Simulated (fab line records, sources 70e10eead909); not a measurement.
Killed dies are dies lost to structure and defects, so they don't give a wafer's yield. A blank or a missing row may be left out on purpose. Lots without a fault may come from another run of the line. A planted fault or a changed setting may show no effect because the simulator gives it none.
fab line records | flow nand_harc
record lots=24 wafers=72 last_day=33
route steps=1302 shown A_CHANNEL_HOLE_D2@596 A_CHANNEL_FILL_D2@613 A_STAIRCASE@639
lots that met no fault: from a run of the same line without faults
start_h: hours from the record's first day to the start of the lot's first wafer shown | wait_h: hours since the lot's step before | " the same as in the row above | L1.1+2: a row that stands for several wafers | - no value, or no start given | * or withheld: withheld | < > ~ a bound
route shown NAME@n: a module of which the file shows steps, and the number in the route of the first | usual: mean/standard deviation of fault-free wafers | same: alike in all rows | chamber/n: place in a boat | sites: the reading at each site | _std_site: their standard deviation | _edge_site: outer sites' mean less inner sites' | radius_mm: how far each site lies from the wafer's centre | mask NAME#n: copy n | behind: the tool/chamber that last shaped the wafer | hold: why the lot was held/for how many hours/how that ended | device: the transistor (n, p or np) that didn't switch | end of line: the same wafers' tests at the end of the route | a step without rows: its recipe alone | killed: dies lost to structure and defects at the first sort, not the wafer's yield | map: a wafer's dies, x killed, . not, _ none there
set.NAME: the setting as run; set.NAME@STEP: as run at that earlier step | model.NAME: the simulator's own value behind a step, which no gauge read
steps of the route over a sample of lots; a table a step, a row a wafer
services: from which hour (start_h, from the record's first day; less than 0 if before it) a tool's chamber was out of use, for how many hours, and why
## steps
# step NHARC_A_CHANNEL_HOLE_D2_ETCH_24
# recipe bias_v=5000 source_w=withheld pressure_mtorr=20 time_s=906.2 ar_flow_sccm=375 c4f8_flow_sccm=93.8 o2_flow_sccm=31.2 temp_c=-20 target_depth_a=15000 chemistry=C4F8/O2/Ar
# usual chamber_pressure_mTorr=20.002/0.02 drypump_motor_current_A=5.9/0.51 oes_air_line_au=1.000/0.021 showerhead_plenum_p_Torr=3.69/0.16 throttle_valve_pct=32.234/0.01
# columns lot.wafer tool chamber start_h wait_h chamber_pressure_mTorr drypump_motor_current_A oes_air_line_au rf_hours_counter_h showerhead_plenum_p_Torr throttle_valve_pct
L074.4 har_etch-01 1 297.20 0.6 20.002 5.2 0.983 - 3.69 32.231
L074.3 " 0 " " 19.989 6.6 0.987 - 3.58 32.245
L074.5 " 0 " " 20.005 6.5 0.985 - 3.58 32.238
L075.1 har_etch-02 0 305.20 0.6 20.001 6.2 1.018 362 3.47 32.230
L075.3 " 1 " " 19.989 5.5 0.994 - 3.52 32.239
L075.5 " 1 " " 20.030 5.6 0.951 - 3.52 32.229
L076.1 har_etch-01 0 307.43 0.6 20.025 6.5 0.977 162 3.58 32.229
L076.4 " 0 " " 19.993 6.5 1.017 - 3.58 32.226
L076.5 " 0 " " 19.979 6.5 0.978 - 3.58 32.230
L078.1 har_etch-01 0 326.91 0.6 20.002 6.5 0.955 169 3.57 32.231
L078.2 " 1 " " 20.032 5.3 1.037 169 3.69 32.225
L078.5 " 1 " " 19.999 5.3 1.027 - 3.69 32.240
L077.2 har_etch-02 0 327.32 0.6 20.010 6.3 0.991 374 3.47 32.241
L077.1 " 1 " " 20.028 5.6 0.987 389 3.51 32.213
L077.5 " 1 " " 19.976 5.6 0.989 - 3.51 32.239
L079.1 har_etch-02 0 349.99 0.6 20.000 6.2 1.021 385 3.46 32.245
L079.3 " 1 " " 20.017 5.6 0.993 - 3.51 32.243
L079.5 " 1 " " 19.977 5.6 0.984 - 3.51 32.228
L080.4 har_etch-01 0 350.89 0.6 19.997 6.5 1.006 - 3.56 32.224
L080.6 " 1 " " 19.994 5.3 1.057 - 3.68 32.223
L080.5 " 0 " " 20.007 6.5 1.006 - 3.56 32.226
L083.1 har_etch-01 1 391.63 0.6 19.975 5.3 1.017 196 3.67 32.226
L083.3 " 0 " " 20.021 6.5 1.015 - 3.56 32.251
L083.6 " 0 " " 20.011 6.5 1.002 - 3.56 32.248
L081.2 har_etch-01 0 395.66 0.6 19.971 6.5 1.015 200 3.56 32.236
L081.4 " 1 " " 20.000 5.3 1.034 - 3.67 32.241
L081.5 " 1 " " 19.998 5.3 1.016 - 3.67 32.240
L082.1 har_etch-02 1 397.11 0.6 20.009 5.6 1.016 2 3.93 32.243
L082.2 " 0 " " 20.008 6.2 1.040 2 3.93 32.246
L082.4 " 0 " " 20.012 6.2 1.020 - 3.93 32.241
L085.4 har_etch-01 0 408.20 0.6 20.007 6.5 1.019 - 3.55 32.236
L085.5 " 1 " " 19.972 5.3 0.975 - 3.66 32.243
L085.6 " 0 " " 19.967 6.5 0.984 - 3.55 32.229
L084.2 har_etch-02 1 413.03 0.6 20.006 5.6 1.002 17 3.92 32.245
L084.6 " 1 " " 20.009 5.6 1.009 - 3.92 32.231
L084.5 " 0 " " 20.028 6.2 1.017 - 3.92 32.242
L086.2 har_etch-01 0 420.03 0.6 20.018 6.5 1.000 223 3.54 32.209
L086.1 " 1 " " 20.013 5.3 0.959 223 3.66 32.243
L086.5 " 0 " " 20.025 6.5 1.015 - 3.54 32.244
L087.2 har_etch-01 0 424.19 0.6 20.002 6.5 1.003 227 3.54 32.237
L087.1 " 1 " " 20.012 5.3 1.006 227 3.65 32.234
L087.6 " 0 " " 19.967 6.5 1.012 - 3.54 32.243
L089.2 har_etch-02 1 451.06 0.6 20.025 5.6 1.043 36 3.91 32.234
L089.4 " 0 " " 19.991 6.3 0.999 - 3.91 32.243
L089.6 " 0 " " 19.995 6.3 0.983 - 3.91 32.245
L088.2 har_etch-01 1 451.31 0.6 19.970 5.3 0.978 239 3.65 32.245
L088.3 " 0 " " 20.019 6.5 1.012 - 3.54 32.227
L088.6 " 0 " " 20.005 6.5 1.026 - 3.54 32.223
L090.2 har_etch-02 0 455.23 0.6 19.975 6.2 0.998 40 3.91 32.233
L090.1 " 1 " " 20.061 5.6 0.971 40 3.91 32.222
L090.3 " 1 " " 20.019 5.5 1.010 - 3.90 32.244
L092.1 har_etch-02 1 467.36 0.6 19.995 5.6 1.002 52 3.90 32.236
L092.2 " 0 " " 19.990 6.2 0.988 52 3.90 32.232
L092.4 " 1 " " 20.020 5.6 1.008 - 3.90 32.239
L091.3 har_etch-01 1 469.42 0.6 19.975 5.3 1.008 - 3.64 32.234
L091.5 " 0 " " 19.990 6.6 1.038 - 3.53 32.243
L091.6 " 1 " " 20.001 5.3 1.014 - 3.64 32.219
L093.4 har_etch-02 0 493.99 0.6 19.992 6.3 0.990 - 3.89 32.238
L093.5 " 0 " " 20.004 6.3 0.994 - 3.89 32.241
L093.6 " 1 " " 19.981 5.6 1.016 - 3.89 32.249
L095.1 har_etch-02 0 512.84 0.6 20.041 6.3 1.002 75 3.89 32.238
L095.2 " 1 " " 20.005 5.6 1.002 75 3.88 32.229
L095.6 " 1 " " 20.004 5.6 1.006 - 3.89 32.231
L094.2 har_etch-01 1 513.49 0.6 19.993 5.3 1.019 280 3.63 32.221
L094.6 " 1 " " 19.982 5.3 1.011 - 3.63 32.230
L094.5 " 0 " " 20.038 6.5 0.974 - 3.51 32.244
L097.1 har_etch-02 0 522.70 0.6 20.019 6.3 0.962 79 3.88 32.233
L097.4 " 0 " " 20.006 6.2 0.988 - 3.88 32.224
L097.3 " 1 " " 20.011 5.6 0.997 - 3.88 32.224
L096.2 har_etch-01 0 523.90 0.6 20.015 6.5 0.993 284 3.51 32.249
L096.1 " 1 " " 19.996 5.3 1.011 284 3.62 32.233
L096.5 " 1 " " 19.992 5.3 0.994 - 3.62 32.237
# step NHARC_A_CHANNEL_FILL_D2_ALD_03
# recipe target_thk_a=60 pulse_time_s=60 ald_cycles=58 temp_c=630 pressure_torr=2 material=SiNx
# usual precursor_pulse_height_rel=0.998/0.02
# columns lot.wafer tool chamber start_h wait_h precursor_pulse_height_rel
L074.3 ald_sin_batch-03 0 - - 1.027
L074.4 " 0 " " 0.978
L074.5 " 0 " " 0.997
L075.1 ald_sin_batch-03 0 - - 1.024
L075.3 " 0 " " 0.999
L075.5 " 0 " " 0.985
L076.1 ald_sin_batch-02 0 - - 0.975
L076.4 " 0 " " 0.971
L076.5 " 0 " " 1.028
L077.1 ald_sin_batch-01 0 - - 0.994
L077.2 " 0 " " 1.004
L077.5 " 0 " " 0.955
L078.1 ald_sin_batch-01 0 - - 1.020
L078.2 " 0 " " 0.983
L078.5 " 0 " " 1.012
L079.1 ald_sin_batch-02 0 - - 1.004
L079.3 " 0 " " 1.007
L079.5 " 0 " " 1.027
L080.4 ald_sin_batch-02 0 - - 1.048
L080.5 " 0 " " 0.987
L080.6 " 0 " " 0.985
L083.1 ald_sin_batch-01 0 - - 0.990
L083.3 " 0 " " 1.009
L083.6 " 0 " " 0.997
L081.2 ald_sin_batch-03 0 - - 1.010
L081.4 " 0 " " 1.040
L081.5 " 0 " " 1.006
L082.1 ald_sin_batch-03 0 - - 1.012
L082.2 " 0 " " 0.983
L082.4 " 0 " " 0.961
L085.4 ald_sin_batch-03 0 - - 0.980
L085.5 " 0 " " 0.994
L085.6 " 0 " " 0.993
L084.2 ald_sin_batch-01 0 - - 1.019
L084.5 " 0 " " 1.012
L084.6 " 0 " " 0.991
L086.1 ald_sin_batch-02 0 - - 0.984
L086.2 " 0 " " 1.015
L086.5 " 0 " " 0.980
L087.1 ald_sin_batch-02 0 - - 1.028
L087.2 " 0 " " 1.023
L087.6 " 0 " " 1.021
L088.2 ald_sin_batch-03 0 - - 0.986
L088.3 " 0 " " 0.984
L088.6 " 0 " " 1.001
L089.2 ald_sin_batch-03 0 - - 1.029
L089.4 " 0 " " 0.993
L089.6 " 0 " " 0.948
L090.1 ald_sin_batch-01 0 - - 0.996
L090.2 " 0 " " 0.984
L090.3 " 0 " " 0.999
L091.3 ald_sin_batch-02 0 - - 0.979
L091.5 " 0 " " 1.016
L091.6 " 0 " " 0.977
L092.1 ald_sin_batch-02 0 - - 1.003
L092.2 " 0 " " 0.975
L092.4 " 0 " " 0.993
L093.4 ald_sin_batch-03 0 - - 1.002
L093.5 " 0 " " 0.958
L093.6 " 0 " " 1.024
L094.2 ald_sin_batch-03 0 - - 0.981
L094.5 " 0 " " 1.012
L094.6 " 0 " " 0.995
L095.1 ald_sin_batch-03 0 - - 0.995
L095.2 " 0 " " 0.984
L095.6 " 0 " " 1.009
L096.1 ald_sin_batch-03 0 - - 1.016
L096.2 " 0 " " 0.996
L096.5 " 0 " " 0.975
L097.1 ald_sin_batch-03 0 - - 1.017
L097.3 " 0 " " 0.973
L097.4 " 0 " " 0.974
# step NHARC_A_CHANNEL_FILL_D2_ALD_15
# recipe target_thk_a=20 pulse_time_s=60 ald_cycles=19 temp_c=630 pressure_torr=2 material=SiNx
# usual precursor_pulse_height_rel=1.000/0.02
# columns lot.wafer tool chamber start_h wait_h precursor_pulse_height_rel
L074.3 ald_sin_batch-02 0 311.11 3.3 1.006
L074.4 " 0 " " 1.022
L074.5 " 0 " " 1.000
L075.1 ald_sin_batch-01 0 - - 1.006
L075.3 " 0 " " 0.977
L075.5 " 0 " " 1.001
L076.1 ald_sin_batch-02 0 324.75 3.2 1.017
L076.4 " 0 " " 1.008
L076.5 " 0 " " 0.961
L077.1 ald_sin_batch-03 0 - - 1.021
L077.2 " 0 " " 1.009
L077.5 " 0 " " 0.960
L078.1 ald_sin_batch-03 0 - - 1.019
L078.2 " 0 " " 1.039
L078.5 " 0 " " 0.954
L079.1 ald_sin_batch-01 0 - - 0.983
L079.3 " 0 " " 1.007
L079.5 " 0 " " 0.984
L080.4 ald_sin_batch-01 0 - - 1.031
L080.5 " 0 " " 1.031
L080.6 " 0 " " 1.017
L083.1 ald_sin_batch-03 0 - - 0.996
L083.3 " 0 " " 0.984
L083.6 " 0 " " 1.030
L081.2 ald_sin_batch-02 0 410.94 3.1 0.976
L081.4 " 0 " " 1.009
L081.5 " 0 " " 1.010
L082.1 ald_sin_batch-02 0 - - 0.978
L082.2 " 0 " " 1.010
L082.4 " 0 " " 0.976
L085.4 ald_sin_batch-02 0 - - 1.016
L085.5 " 0 " " 1.011
L085.6 " 0 " " 0.972
L084.2 ald_sin_batch-01 0 - - 0.984
L084.5 " 0 " " 0.981
L084.6 " 0 " " 1.011
L086.1 ald_sin_batch-03 0 - - 0.981
L086.2 " 0 " " 1.013
L086.5 " 0 " " 0.982
L087.1 ald_sin_batch-01 0 - - 1.021
L087.2 " 0 " " 0.981
L087.6 " 0 " " 1.040
L088.2 ald_sin_batch-02 0 - - 0.973
L088.3 " 0 " " 0.979
L088.6 " 0 " " 1.006
L089.2 ald_sin_batch-02 0 - - 1.019
L089.4 " 0 " " 1.011
L089.6 " 0 " " 1.019
L090.1 ald_sin_batch-02 0 - - 0.983
L090.2 " 0 " " 1.026
L090.3 " 0 " " 0.981
L091.3 ald_sin_batch-02 0 481.27 3.1 1.031
L091.5 " 0 " " 1.015
L091.6 " 0 " " 1.011
L092.1 ald_sin_batch-02 0 - - 1.029
L092.2 " 0 " " 0.999
L092.4 " 0 " " 0.974
L093.4 ald_sin_batch-03 0 - - 1.037
L093.5 " 0 " " 0.986
L093.6 " 0 " " 1.014
L094.2 ald_sin_batch-02 0 - - 0.999
L094.5 " 0 " " 0.989
L094.6 " 0 " " 0.973
L095.1 ald_sin_batch-02 0 - - 0.991
L095.2 " 0 " " 0.982
L095.6 " 0 " " 0.999
L096.1 ald_sin_batch-02 0 - - 1.000
L096.2 " 0 " " 0.998
L096.5 " 0 " " 0.974
L097.1 ald_sin_batch-02 0 - - 1.005
L097.3 " 0 " " 0.983
L097.4 " 0 " " 0.974
# step NHARC_A_CHANNEL_FILL_D2_STRIP_29
# recipe time_s=20 o2_flow_sccm=500 ar_flow_sccm=0 bias_w=0 chemistry=O2
# usual chamber_pressure_mTorr=60.00/0.055 drypump_motor_current_A=5.7/0.41 oes_product_au=1.000/0.0083 rf_vpp_V=57.6/0.91 showerhead_plenum_p_Torr=3.47/0.13 throttle_valve_pct=17.036/0.0092
# columns lot.wafer tool chamber start_h wait_h chamber_pressure_mTorr drypump_motor_current_A oes_product_au rf_hours_counter_h rf_vpp_V showerhead_plenum_p_Torr throttle_valve_pct
L074.3 rie_diel-10 2 - - 59.96 5.6 1.011 3 58.7 3.45 17.038
L074.4 " 0 " " 60.10 6.5 1.002 4 58.2 3.57 17.024
L074.5 " 2 " " 59.99 5.6 1.008 - 56.7 3.45 17.034
L075.3 rie_diel-04 2 - - 59.92 5.2 0.996 4 57.6 3.48 17.040
L075.1 " 0 " " 59.99 5.7 1.015 4 57.5 3.33 17.038
L075.5 " 2 " " 60.05 5.2 1.006 - 58.3 3.48 17.042
L076.4 rie_diel-10 2 - - 59.96 5.6 1.007 4 57.5 3.45 17.033
L076.1 " 3 " " 60.03 5.2 1.002 5 58.0 3.30 17.034
L076.5 " 3 " " 60.03 5.2 1.013 - 57.3 3.30 17.045
L078.1 rie_diel-04 0 - - 60.05 5.7 1.000 1 56.1 3.33 17.038
L078.2 " 1 " " 60.05 5.6 1.006 1 58.4 3.49 17.029
L078.5 " 3 " " 59.99 6.0 1.010 - 58.3 3.78 17.062
L077.2 rie_diel-10 2 376.15 0.1 60.02 5.6 0.990 4 58.2 3.45 17.045
L077.1 " 1 " " 60.05 5.9 1.002 4 56.4 3.42 17.035
L077.5 " 1 " " 60.04 5.9 1.003 - 58.1 3.42 17.038
L080.4 rie_diel-10 3 - - 59.94 5.3 1.015 5 58.0 3.30 17.038
L080.5 " 2 " " 59.99 5.6 1.008 - 56.6 3.45 17.039
L080.6 " 3 " " 59.97 5.2 1.006 - 57.0 3.30 17.042
L079.3 rie_diel-13 0 - - 60.04 5.2 0.990 7 57.5 3.36 17.031
L079.1 " 2 " " 59.97 6.2 0.984 7 58.2 3.34 17.034
L079.5 " 0 " " 59.93 5.2 0.997 - 56.8 3.36 17.051
L083.1 rie_diel-04 2 - - 59.94 5.2 1.007 2 56.2 3.48 17.035
L083.3 " 0 " " 60.06 5.7 1.004 3 59.1 3.33 17.029
L083.6 " 2 " " 60.11 5.2 1.013 - 58.4 3.48 17.042
L082.1 rie_diel-04 1 - - 59.92 5.5 0.999 3 57.8 3.48 17.041
L082.2 " 2 " " 60.01 5.2 1.013 2 58.2 3.48 17.027
L082.4 " 3 " " 59.97 6.0 1.005 3 58.7 3.78 17.034
L081.2 rie_diel-10 2 444.38 0.2 59.96 5.6 0.997 1 58.8 3.45 17.042
L081.4 " 0 " " 59.97 6.5 0.988 - 57.9 3.57 17.036
L081.5 " 0 " " 60.02 6.4 0.995 - 60.0 3.57 17.037
L085.4 rie_diel-10 0 - - 60.03 6.5 0.993 1 57.5 3.57 17.025
L085.5 " 3 " " 60.08 5.2 1.010 - 56.3 3.30 17.029
L085.6 " 0 " " 59.98 6.5 0.984 - 57.6 3.57 17.039
L084.2 rie_diel-10 3 - - 60.05 5.3 1.001 1 57.0 3.30 17.022
L084.6 " 2 " " 59.90 5.6 0.992 - 57.6 3.45 17.036
L084.5 " 3 " " 60.04 5.3 0.987 - 57.6 3.30 17.054
L086.1 rie_diel-10 2 - - 60.02 5.6 0.987 1 58.7 3.45 17.021
L086.2 " 1 " " 60.07 5.9 0.994 1 56.3 3.42 17.040
L086.5 " 3 " " 59.89 5.2 0.994 - 57.7 3.30 17.030
L087.2 rie_diel-04 0 - - 60.04 5.7 0.998 3 57.2 3.33 17.047
L087.1 " 1 " " 59.91 5.6 1.000 3 57.4 3.48 17.035
L087.6 " 3 " " 59.92 6.0 0.991 - 57.8 3.78 17.028
L089.4 rie_diel-04 1 - - 59.96 5.5 1.001 4 56.7 3.48 17.035
L089.2 " 2 " " 60.02 5.2 1.000 3 58.0 3.48 17.036
L089.6 " 1 " " 59.99 5.5 1.007 - 57.3 3.48 17.035
L088.3 rie_diel-10 1 499.21 0.2 59.96 5.9 1.005 3 57.8 3.42 17.031
L088.2 " 2 " " 59.93 5.6 1.010 3 56.4 3.45 17.034
L088.6 " 2 " " 60.00 5.6 1.010 - 57.9 3.45 17.035
L090.2 rie_diel-13 2 - - 59.92 6.2 1.011 27 56.3 3.33 17.040
L090.3 " 3 " " 59.94 5.4 1.004 29 56.1 3.47 17.023
L090.1 " 0 " " 59.93 5.2 0.993 26 57.0 3.35 17.022
L091.3 rie_diel-04 1 - - 60.06 5.5 0.999 4 58.3 3.48 17.032
L091.6 " 2 " " 59.98 5.2 1.010 - 57.8 3.48 17.028
L091.5 " 3 " " 60.12 6.0 0.999 - 56.1 3.78 17.034
L092.1 rie_diel-10 2 513.78 0.2 60.01 5.6 1.012 3 56.9 3.45 17.033
L092.2 " 0 " " 60.06 6.5 0.992 4 59.0 3.57 17.024
L092.4 " 1 " " 60.02 5.9 0.992 - 56.5 3.42 17.002
L093.4 rie_diel-13 3 - - 60.00 5.4 0.989 2 58.0 3.47 17.036
L093.5 " 0 " " 59.97 5.2 1.000 - 57.9 3.35 17.028
L093.6 " 1 " " 60.03 5.2 1.003 - 58.3 3.50 17.039
L095.1 rie_diel-10 2 559.08 0.2 60.02 5.6 1.024 4 57.8 3.44 17.028
L095.2 " 1 " " 59.96 5.9 0.997 4 57.0 3.42 17.059
L095.6 " 0 " " 59.98 6.5 0.988 - 57.3 3.57 17.043
L094.2 rie_diel-04 1 - - 59.86 5.6 1.011 0 58.5 3.48 17.036
L094.6 " 0 " " 60.01 5.7 0.996 - 55.1 3.33 17.033
L094.5 " 1 " " 60.06 5.6 1.011 - 58.9 3.48 17.032
L096.2 rie_diel-04 0 568.24 0.1 59.93 5.7 0.991 0 58.0 3.33 17.052
L096.1 " 2 " " 59.94 5.2 0.999 1 58.6 3.48 17.035
L096.5 " 3 " " 60.04 6.0 1.006 - 57.0 3.78 17.044
L097.4 rie_diel-10 0 - - 60.13 6.5 0.982 5 56.5 3.57 17.026
L097.3 " 2 " " 59.95 5.6 1.012 4 57.1 3.45 17.037
L097.1 " 3 " " 60.03 5.3 0.999 2 58.1 3.30 17.029
# step NHARC_A_STAIRCASE_DEP_156
# recipe target_thk_a=500 temp_c=400 target_thk_nm=50 flow_sccm=200 rf_w=450 material=SiNx
# usual heater_power_w=693/79 showerhead_vpp_V=1352/78
# columns lot.wafer tool chamber start_h wait_h heater_power_w showerhead_vpp_V
L074.3 pecvd-02 2 354.24 0.1 589 1398
L074.5 " 2 " " 599 1425
L074.4 " 1 " " 848 1201
L075.3 pecvd-02 2 358.43 0.1 556 1422
L075.1 " 0 " " 744 1445
L075.5 " 2 " " 564 1439
L076.1 pecvd-01 0 365.38 0.1 592 1315
L076.4 " 2 " " 612 1326
L076.5 " 0 " " 585 1300
L078.2 pecvd-01 0 388.11 0.1 686 1324
L078.1 " 2 " " 680 1311
L078.5 " 1 " " 659 1360
L077.2 pecvd-01 1 388.29 0.1 780 1397
L077.1 " 0 " " 740 1313
L077.5 " 2 " " 678 1325
L079.1 pecvd-02 1 405.59 0.1 692 1186
L079.3 " 2 " " 594 1416
L079.5 " 2 " " 624 1438
L080.5 pecvd-02 0 405.82 0.3 768 1425
L080.6 " 1 " " 804 1193
L080.4 " 2 " " 650 1446
L083.1 pecvd-02 0 446.94 0.2 821 1434
L083.3 " 1 " " 779 1226
L083.6 " 1 " " 789 1223
L082.1 pecvd-03 1 450.59 0.1 587 1386
L082.2 " 2 " " 591 1353
L082.4 " 1 " " 600 1350
L081.2 pecvd-01 1 450.67 0.1 742 1365
L081.5 " 1 " " 744 1331
L081.4 " 0 " " 712 1303
L085.6 pecvd-01 0 460.06 0.2 704 1324
L085.5 " 1 " " 772 1378
L085.4 " 2 " " 712 1298
L084.2 pecvd-02 0 468.89 0.1 759 1416
L084.6 " 0 " " 764 1422
L084.5 " 1 " " 675 1218
L086.2 pecvd-02 2 474.68 0.1 668 1443
L086.1 " 1 " " 732 1201
L086.5 " 0 " " 764 1443
L087.1 pecvd-03 1 479.74 0.1 585 1368
L087.2 " 2 " " 565 1327
L087.6 " 2 " " 580 1346
L088.3 pecvd-02 2 506.04 0.7 593 1443
L088.2 " 0 " " 756 1440
L088.6 " 0 " " 742 1471
L090.1 pecvd-02 0 506.18 0.7 754 1430
L090.3 " 1 " " 809 1221
L090.2 " 2 " " 644 1436
L089.2 pecvd-02 2 506.38 0.8 649 1429
L089.6 " 1 " " 784 1227
L089.4 " 0 " " 801 1429
L092.1 pecvd-02 2 519.99 0.1 645 1427
L092.2 " 0 " " 807 1450
L092.4 " 1 " " 705 1205
L091.3 pecvd-01 0 520.05 0.2 692 1286
L091.5 " 2 " " 588 1317
L091.6 " 0 " " 692 1312
L093.4 pecvd-02 2 545.57 0.2 552 1421
L093.6 " 0 " " 682 1408
L093.5 " 1 " " 799 1229
L094.2 pecvd-01 2 565.39 0.1 601 1351
L094.5 " 0 " " 750 1324
L094.6 " 2 " " 613 1319
L095.1 pecvd-03 1 565.50 0.1 625 1378
L095.2 " 0 " " 700 1364
L095.6 " 1 " " 651 1394
L096.1 pecvd-03 2 574.51 0.1 644 1344
L096.2 " 1 " " 672 1393
L096.5 " 0 " " 730 1349
L097.1 pecvd-03 2 574.72 0.3 615 1317
L097.3 " 0 " " 614 1358
L097.4 " 1 " " 597 1350
# step NHARC_A_STAIRCASE_ETCH_13
# recipe target_depth_a=1000 time_s=40.5 ion_energy_ev=400 c4f8_flow_sccm=20 o2_flow_sccm=10 ar_flow_sccm=withheld rf_w=600 bias_w=1000 chemistry=C4F8/O2
# usual chamber_pressure_mTorr=25.002/0.022 oes_product_au=0.939/0.014 rf_vpp_V=894.4/2.9
# columns lot.wafer tool chamber start_h wait_h chamber_pressure_mTorr oes_product_au rf_hours_counter_h rf_vpp_V
L074.3 rie_diel-11 2 - - 24.946 0.957 33 893.2
L074.4 " 3 " " 25.014 0.947 34 896.5
L074.5 " 0 " " 24.982 0.933 - 895.2
L075.1 rie_diel-08 2 - - 25.005 0.938 40 894.2
L075.3 " 1 " " 25.022 0.948 47 895.8
L075.5 " 2 " " 24.988 0.949 - 894.1
L076.1 rie_diel-08 2 - - 25.058 0.952 42 892.8
L076.4 " 0 " " 24.982 0.918 51 894.5
L076.5 " 2 " " 24.979 0.961 - 893.5
L078.1 rie_diel-07 1 - - 25.015 0.932 28 893.5
L078.2 " 2 " " 25.050 0.964 29 901.8
L078.5 " 0 " " 24.995 0.962 - 892.8
L077.2 rie_diel-11 3 - - 25.014 0.929 46 895.4
L077.1 " 1 " " 25.005 0.950 42 894.4
L077.5 " 2 " " 25.024 0.938 - 892.8
L079.1 rie_diel-07 3 - - 25.022 0.944 27 895.7
L079.3 " 0 " " 25.003 0.926 35 891.9
L079.5 " 2 " " 24.986 0.944 - 902.3
L080.4 rie_diel-07 2 - - 24.983 0.944 35 903.6
L080.5 " 3 " " 24.992 0.940 - 892.2
L080.6 " 0 " " 25.004 0.927 - 895.2
L083.1 rie_diel-08 3 - - 25.005 0.944 22 895.0
L083.3 " 2 " " 25.010 0.943 17 894.5
L083.6 " 0 " " 25.012 0.935 - 895.9
L082.2 rie_diel-08 1 - - 25.004 0.931 20 896.1
L082.1 " 3 " " 25.025 0.959 22 892.5
L082.4 " 0 " " 25.020 0.949 23 894.2
L081.2 rie_diel-11 1 - - 24.981 0.962 3 893.4
L081.4 " 0 " " 25.022 0.919 3 895.0
L081.5 " 2 " " 25.007 0.953 - 892.3
L085.4 rie_diel-11 1 - - 25.034 0.956 7 894.0
L085.6 " 3 " " 25.045 0.940 - 896.0
L085.5 " 0 " " 25.003 0.937 - 894.9
L084.2 rie_diel-08 3 - - 25.029 0.941 29 893.5
L084.6 " 1 " " 25.047 0.942 - 894.9
L084.5 " 2 " " 24.963 0.945 - 893.3
L086.1 rie_diel-08 0 - - 25.014 0.941 29 895.0
L086.2 " 3 " " 25.004 0.931 31 892.0
L086.5 " 1 " " 25.009 0.916 - 893.2
L087.2 rie_diel-11 2 - - 25.014 0.923 15 893.8
L087.1 " 0 " " 25.036 0.912 16 894.6
L087.6 " 2 " " 25.000 0.925 - 892.0
L090.3 rie_diel-07 0 - - 24.994 0.931 7 892.8
L090.1 " 1 " " 25.011 0.932 5 893.6
L090.2 " 2 " " 25.004 0.948 6 901.3
L089.4 rie_diel-07 0 - - 25.013 0.917 7 891.5
L089.2 " 3 " " 25.040 0.934 7 895.3
L089.6 " 0 " " 25.006 0.915 - 891.0
L088.3 rie_diel-07 2 - - 24.966 0.940 6 902.7
L088.2 " 0 " " 25.004 0.907 7 891.1
L088.6 " 3 " " 25.010 0.937 - 894.4
L092.4 rie_diel-07 1 - - 25.043 0.950 11 891.8
L092.2 " 2 " " 24.984 0.949 12 901.8
L092.1 " 3 " " 25.008 0.944 13 893.7
L091.3 rie_diel-07 1 - - 25.005 0.928 11 893.2
L091.5 " 3 " " 25.011 0.935 - 893.7
L091.6 " 0 " " 25.005 0.907 - 892.1
L093.4 rie_diel-11 2 - - 25.041 0.930 43 890.6
L093.6 " 1 " " 24.994 0.926 - 893.4
L093.5 " 2 " " 24.970 0.920 - 891.1
L094.2 rie_diel-08 3 - - 25.007 0.957 0 892.6
L094.6 " 2 " " 25.018 0.939 - 892.2
L094.5 " 3 " " 24.988 0.944 - 891.0
L095.1 rie_diel-07 1 - - 24.987 0.953 29 892.4
L095.2 " 3 " " 25.043 0.945 25 894.0
L095.6 " 2 " " 25.012 0.952 - 901.7
L096.2 rie_diel-07 2 - - 24.978 0.949 30 901.9
L096.1 " 3 " " 24.987 0.958 27 892.2
L096.5 " 3 " " 24.983 0.965 - 893.4
L097.1 rie_diel-11 0 - - 24.992 0.944 50 893.2
L097.3 " 1 " " 25.052 0.957 47 890.6
L097.4 " 2 " " 24.991 0.937 54 892.9
## services
# columns tool chamber start_h hours kind
rie_diel-07 0 274.93 4.5 repair
rie_diel-07 - 297.08 9.0 pm
har_etch-01 - 300.16 0.5 repair
rie_diel-07 3 308.00 21.3 repair
pecvd-02 - 337.71 0.7 repair
rie_diel-10 0 369.15 8.2 repair
har_etch-02 - 377.98 17.0 pm
ald_sin_batch-03 - 379.37 7.8 repair
pecvd-02 - 384.86 1.8 repair
pecvd-02 - 408.63 13.0 pm
rie_diel-07 2 409.37 8.9 repair
rie_diel-10 - 419.50 9.0 pm
pecvd-02 2 440.83 4.9 repair
rie_diel-10 3 442.65 2.8 repair
rie_diel-10 1 444.12 3.2 repair
rie_diel-07 - 474.08 9.0 pm
rie_diel-10 3 487.66 71.5 repair
rie_diel-10 2 503.04 2.9 repair
ald_sin_batch-01 - 506.00 26.0 pm
har_etch-02 - 530.49 5.4 repair
rie_diel-07 3 537.09 21.7 repair
pecvd-02 - 557.37 0.8 repair
pecvd-02 - 559.03 27.6 repair
ald_sin_batch-02 - 572.86 8.8 repair
## key
fault none
